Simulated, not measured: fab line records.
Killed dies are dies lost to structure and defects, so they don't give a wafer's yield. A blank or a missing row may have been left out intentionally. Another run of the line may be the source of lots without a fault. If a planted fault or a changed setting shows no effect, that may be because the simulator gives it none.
A struck lot beside a sound one :: flow nand harc :: 20 out of 1159 route steps
Sound: the wafers L971.3, L971.4, L971.5. The struck wafers were L973.2, L973.3, L973.4. Last of all comes the cause.
For every step that has rows: the tool of each side, followed by ch and its chambers, followed by its first start. Under that, the readings that differ: sound wafers :: struck wafers :: difference of the means :: sigmas: that difference in standard deviations of wafers without a fault.
alike: readings whose means differ by less than 2 such deviations, and words and numbers that are the same on both sides. not compared: withheld readings, readings that some wafer has no value for, bounds like >300 that may hide the same value, and numbers for which the record gives no deviation and whose values overlap.
The two part at a step that has a row with sigmas, a row that says differs or no value, or rows on one side only. Non-overlapping numbers with no deviation appear without sigmas and do not part them. A reading missing from all wafers of one side parts the sides only when that side holds two or more wafers.

NHARC_P_ZERO_WELL_CD_MEAS_37: the cd target is 720 nm.
  sound on cd sem-03 ch 0, day 2 03:59; struck on cd sem-03 ch 0, day 2 16:16
  alike: cd nm
then, 1 step without rows for these wafers: NHARC_P_ZERO_WELL_HARDBAKE_38 (time 80 s).
NHARC_P_ZERO_WELL_DESCUM_39: chemistry O2, time 3 s.
  sound on rie diel-11 ch 0,1,3, day 2 04:09; struck on rie diel-10 ch 0,2,3, day 2 16:25
  alike: drypump motor current A, oes product au, rf vpp V, showerhead plenum p Torr, throttle valve pct
  not compared: rf hours counter h
then, 9 steps without rows for these wafers: NHARC_P_ZERO_WELL_IMPLANT_40; NHARC_P_ZERO_WELL_IMPLANT_59; NHARC_P_ZERO_WELL_IMPLANT_60; NHARC_P_ZERO_WELL_STRIP_41 (strips in SPM, time 840 s); NHARC_P_ZERO_WELL_DEHYDRATE_44 (time 120 s); NHARC_P_ZERO_WELL_HMDS_45 (time 30 s); NHARC_P_ZERO_WELL_COAT_46; NHARC_P_ZERO_WELL_SOFTBAKE_47 (time 95 s); NHARC_P_ZERO_WELL_EBR_48.
NHARC_P_ZERO_WELL_EXPOSE_49: exposes mask P HVPW, target cd 2000 nm.
  sound on krf scanner-02 ch 0, day 2 05:21; struck on krf scanner-01 ch 0, day 2 17:46
reading: mask
sound: P_HVPW#0 P_HVPW#0 P_HVPW#0
struck: P_HVPW_R1#0 P_HVPW_R1#0 P_HVPW_R1#0
difference: differs
sigmas: 
then, 2 steps without rows for these wafers: NHARC_P_ZERO_WELL_PEB_50 (peb time 85 s); NHARC_P_ZERO_WELL_DEVELOP_51 (time 70 s).
NHARC_P_ZERO_WELL_CD_MEAS_52: the cd target is 2000 nm.
  sound on cd sem-03 ch 0, day 2 05:30; struck on cd sem-03 ch 0, day 2 17:55
reading: cd nm (nm)
sound: 1996.3 2000.3 1997.0
struck: 1933.1 1925.6 1930.5
difference: -68.1
sigmas: -28
then, 1 step without rows for these wafers: NHARC_P_ZERO_WELL_HARDBAKE_53 (time 80 s).
NHARC_P_ZERO_WELL_DESCUM_54: chemistry O2, time 3 s.
  sound on rie diel-11 ch 0,1,2, day 2 05:39; struck on rie diel-11 ch 0,2,3, day 2 18:05
reading: model.P_ZERO_WELL.cd nm (nm)
sound: 1997 2001 1997
struck: 1933 1926 1931
difference: -68
sigmas: 
  alike: drypump motor current A, oes product au, rf vpp V, showerhead plenum p Torr, throttle valve pct
  not compared: rf hours counter h
then, 1 step without rows for these wafers: NHARC_P_ZERO_WELL_IMPLANT_55.
-- jump in the record: it breaks off in module P_ZERO_WELL and resumes in module END (first step shown: number 1159 of the route), and 18 days separate the struck wafers' starts before and after --
NHARC_END_SORT_01:
  sound on prober-02 ch 0, day 19 23:33; struck on prober-02 ch 0, day 20 16:03
reading: killed at other
sound: 0 0 0
struck: 3 3 0
difference: +2
sigmas: +2
  alike: killed at array, killed at periphery, killed dies, killed open, killed short

## WHERE THEY PART
Earliest at NHARC_P_ZERO_WELL_EXPOSE_49; latest, in this record, at NHARC_END_SORT_01.

WHY: whatever the simulator had introduced
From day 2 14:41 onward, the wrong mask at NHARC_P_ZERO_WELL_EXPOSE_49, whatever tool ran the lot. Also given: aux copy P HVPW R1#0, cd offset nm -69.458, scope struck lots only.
